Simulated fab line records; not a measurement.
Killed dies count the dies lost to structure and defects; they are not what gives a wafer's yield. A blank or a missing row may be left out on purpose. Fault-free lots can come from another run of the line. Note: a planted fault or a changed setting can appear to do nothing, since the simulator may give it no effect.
Which tool did it? -- flow n5-finfet -- 10 lots with 30 wafers sampled at 4 steps, on a route of 1938 steps

WHAT THE GAUGES READ, wafer by wafer
N5_FIN_SAQP_INSPECT_18: inspects for defects (brightfield).
lot,measured,on,raw-defect-count
L231,day 2 09:28,defect-inspect-02,194 273 227
L232,day 2 15:26,defect-inspect-02,390 469 399
L242,day 5 04:08,defect-inspect-01,990 1982 548
L243,day 5 09:35,defect-inspect-01,312 1557 286
L244,day 5 16:27,defect-inspect-02,403 456 336
L245,day 5 22:30,defect-inspect-01,403 299 359
L246,day 6 04:28,defect-inspect-01,251 320 235
L248,day 6 15:52,defect-inspect-02,306 459 341
L249,day 6 21:53,defect-inspect-01,394 236 305
L251,day 7 09:35,defect-inspect-01,254 361 361

WHAT TOOL EACH LOT RAN ON (gives the tool, then ch and the chambers of the sampled wafers, and finally the start)
lot,N5_PMOS_HMC_CHANNEL_EPI_EPI_26,N5_FIN_SAQP_PECVD_47,N5_FIN_SAQP_PECVD_06
L231,"epi-rpcvd-04 ch 0, day 2 07:25","pecvd-04 ch 0,1,2, day 2 08:52","pecvd-04 ch 0,1,2, day 2 08:57"
L232,"epi-rpcvd-02 ch 0, day 2 13:55","pecvd-04 ch 0,1,2, day 2 14:49","pecvd-04 ch 0,1,2, day 2 14:55"
L242,"epi-rpcvd-04 ch 0, day 5 02:11","pecvd-04 ch 0,1,2, day 5 03:31","pecvd-04 ch 0,1,2, day 5 03:35"
L243,"epi-rpcvd-01 ch 0, day 5 07:49","pecvd-04 ch 0,1, day 5 08:52","pecvd-04 ch 0,1, day 5 08:56"
L244,"epi-rpcvd-04 ch 0, day 5 14:34","pecvd-01 ch 1,2, day 5 15:44","pecvd-01 ch 1,2, day 5 15:49"
L245,"epi-rpcvd-01 ch 0, day 5 20:49","pecvd-03 ch 0,2, day 5 21:54","pecvd-03 ch 0,2, day 5 21:59"
L246,"epi-rpcvd-04 ch 0, day 6 02:48","pecvd-01 ch 0,1,2, day 6 03:52","pecvd-01 ch 0,1,2, day 6 03:58"
L248,"epi-rpcvd-04 ch 0, day 6 14:08","pecvd-03 ch 0,1,2, day 6 15:16","pecvd-03 ch 0,1,2, day 6 15:21"
L249,"epi-rpcvd-02 ch 0, day 6 20:11","pecvd-01 ch 0,1,2, day 6 21:10","pecvd-01 ch 0,1,2, day 6 21:15"
L251,"epi-rpcvd-04 ch 0, day 7 07:34","pecvd-01 ch 0,1,2, day 7 08:52","pecvd-01 ch 0,1,2, day 7 08:56"
- N5_PMOS_HMC_CHANNEL_EPI_EPI_26: deposits Si from SiH4/H2, target thk 3.8 nm, time 22.7 s.
- N5_FIN_SAQP_PECVD_47: deposits a-Si from SiH4/He, target thk 45 nm, time 36.3 s.
- N5_FIN_SAQP_PECVD_06: deposits a-Si from SiH4/He, target thk 60 nm, time 48.1 s.

THE ANSWER, worked out from the rows above alone
Rule: what is usual is taken from the lots themselves. The widest of any qualifying gaps counts: lots, ordered by their means at a reading, are off when they make up no more than a third of the lots, leave a main group of 4 or more, and stand apart from it by 3 or more times the standard deviation of that group's means. Not used: any main group whose means are identical at the precision the tables above print for the reading. Also off: a lot with no number at a reading for which 4 or more lots have one. All remaining lots with rows at the step are treated as sound.
Off: L242, L243, at N5_FIN_SAQP_INSPECT_18 (raw-defect-count). For the main group the mean is 335 and the standard deviation 60.
A tool fits if, at a process step before that reading, it ran every lot that is off, and no sound lot after the first of them. The gauges at N5_FIN_SAQP_INSPECT_18 are tried like those tools. One fits: pecvd-04 at N5_FIN_SAQP_PECVD_47 and N5_FIN_SAQP_PECVD_06. At N5_FIN_SAQP_PECVD_47 its last sound lot is L232 (day 2 14:49), its first lot that is off L242 (day 5 03:31): a fault that began between those two fits.

WHAT HAD BEEN PUT IN BY THE SIMULATOR
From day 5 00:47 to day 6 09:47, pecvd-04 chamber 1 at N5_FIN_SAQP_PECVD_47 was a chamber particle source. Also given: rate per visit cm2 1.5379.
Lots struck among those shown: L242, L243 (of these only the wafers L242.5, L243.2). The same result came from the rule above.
